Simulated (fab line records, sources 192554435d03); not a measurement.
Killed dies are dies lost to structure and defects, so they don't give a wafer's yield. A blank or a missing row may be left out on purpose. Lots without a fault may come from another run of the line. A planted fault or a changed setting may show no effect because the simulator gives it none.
Split-lot experiment | flow n5_finfet | 7 lots, 39 wafers read, on a route of 1938 steps

THE SPLIT
At N5_SD_EPI_N_ETCH_45 (etches SiOCN in CH3F/O2, target depth 6 nm), the setting target_depth_a was moved away from the recipe's 60 angstrom on 12 of the 39 wafers read, by +22.3% to +49.6%. The other wafers ran this setting at the recipe's value.

The reading is taken at the split's own step.

THE READING
etch.depth_nm (the simulator's own value, which no gauge read), in nm, at N5_SD_EPI_N_ETCH_45 (etches SiOCN in CH3F/O2, target depth 6 nm). The file gives no usual value for it. The 27 wafers here that ran the recipe average 6.018 nm, standard deviation 0.067 nm.

wafer  | tool, chamber at the split | target_depth_a as run, angstrom | against the recipe | etch.depth_nm, nm | against lot-mates on the recipe
L077.1 | rie_diel-01, 2             | 60                              | recipe             | 6.05              | -
L077.2 | rie_diel-01, 1             | 60                              | recipe             | 5.999             | -
L077.3 | rie_diel-01, 0             | 60                              | recipe             | 6.051             | -
L077.4 | rie_diel-01, 3             | 60                              | recipe             | 6.107             | -
L077.5 | rie_diel-01, 2             | 60                              | recipe             | 6.07              | -
L077.6 | rie_diel-01, 1             | 60                              | recipe             | 6.024             | -
L078.1 | rie_diel-02, 3             | 89.75                           | +49.6%             | 9.083             | +3.156
L078.2 | rie_diel-02, 0             | 60                              | recipe             | 6.028             | -
L078.3 | rie_diel-02, 1             | 60                              | recipe             | 5.951             | -
L078.4 | rie_diel-02, 2             | 89.75                           | +49.6%             | 8.742             | +2.815
L078.5 | rie_diel-02, 2             | 60                              | recipe             | 5.802             | -
L078.6 | rie_diel-02, 3             | 89.75                           | +49.6%             | 9.053             | +3.126
L079.1 | rie_diel-01, 1             | 88.43                           | +47.4%             | 8.762             | +2.724
L079.2 | rie_diel-01, 2             | 88.43                           | +47.4%             | 8.891             | +2.853
L079.3 | rie_diel-01, 0             | 60                              | recipe             | 6.093             | -
L079.4 | rie_diel-01, 3             | 88.43                           | +47.4%             | 9.011             | +2.973
L079.5 | rie_diel-01, 0             | 60                              | recipe             | 6.078             | -
L079.6 | rie_diel-01, 1             | 60                              | recipe             | 5.944             | -
L087.4 | rie_diel-01, 2             | 60                              | recipe             | 6                 | -
L087.5 | rie_diel-01, 3             | 60                              | recipe             | 6.05              | -
L087.6 | rie_diel-01, 0             | 60                              | recipe             | 6.012             | -
L088.1 | rie_diel-01, 1             | 60                              | recipe             | 5.952             | -
L088.2 | rie_diel-01, 0             | 60                              | recipe             | 6.08              | -
L088.3 | rie_diel-01, 2             | 73.36                           | +22.3%             | 7.228             | +1.227
L088.4 | rie_diel-01, 3             | 73.36                           | +22.3%             | 7.388             | +1.387
L088.5 | rie_diel-01, 3             | 73.36                           | +22.3%             | 7.41              | +1.409
L088.6 | rie_diel-01, 2             | 60                              | recipe             | 5.97              | -
L091.1 | rie_diel-01, 3             | 79.21                           | +32.0%             | 8.026             | +2.015
L091.2 | rie_diel-01, 1             | 79.21                           | +32.0%             | 7.824             | +1.813
L091.3 | rie_diel-01, 0             | 60                              | recipe             | 6.066             | -
L091.4 | rie_diel-01, 2             | 60                              | recipe             | 5.91              | -
L091.5 | rie_diel-01, 0             | 60                              | recipe             | 6.058             | -
L091.6 | rie_diel-01, 3             | 79.21                           | +32.0%             | 8.019             | +2.008
L095.1 | rie_diel-01, 1             | 60                              | recipe             | 5.98              | -
L095.2 | rie_diel-01, 0             | 60                              | recipe             | 6.078             | -
L095.3 | rie_diel-01, 2             | 60                              | recipe             | 5.962             | -
L095.4 | rie_diel-01, 3             | 60                              | recipe             | 6.088             | -
L095.5 | rie_diel-01, 2             | 60                              | recipe             | 6.037             | -
L095.6 | rie_diel-01, 3             | 60                              | recipe             | 6.059             | -

THE FIT
A straight line over all 39 wafers: etch.depth_nm changes by +0.06 nm for each +1% of target_depth_a; r = +1.00; the points scatter about the line by 0.087 nm.
The same after taking each lot's own level away (the mean of its wafers on the recipe; 39 wafers): +0.0607 nm for each +1%; r = +1.00; scatter 0.08 nm.
On that fit, the largest move of target_depth_a shifts the reading by 3 nm.
The lots' own levels span 5.9270 to 6.0502 nm, that is 1.8 times the standard deviation above.
So the lot-to-lot level changes the slope little: the two slopes agree.
Check: with one of the wafers moved furthest among these (+49.6%) left out of the fit, the line predicts +2.98 nm for it against its lot-mates. It came out at +3.16 nm against them.

THE FILE'S OWN FIT
etch.depth_nm changes by +0.0606 nm for each +1% of target_depth_a, r = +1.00.
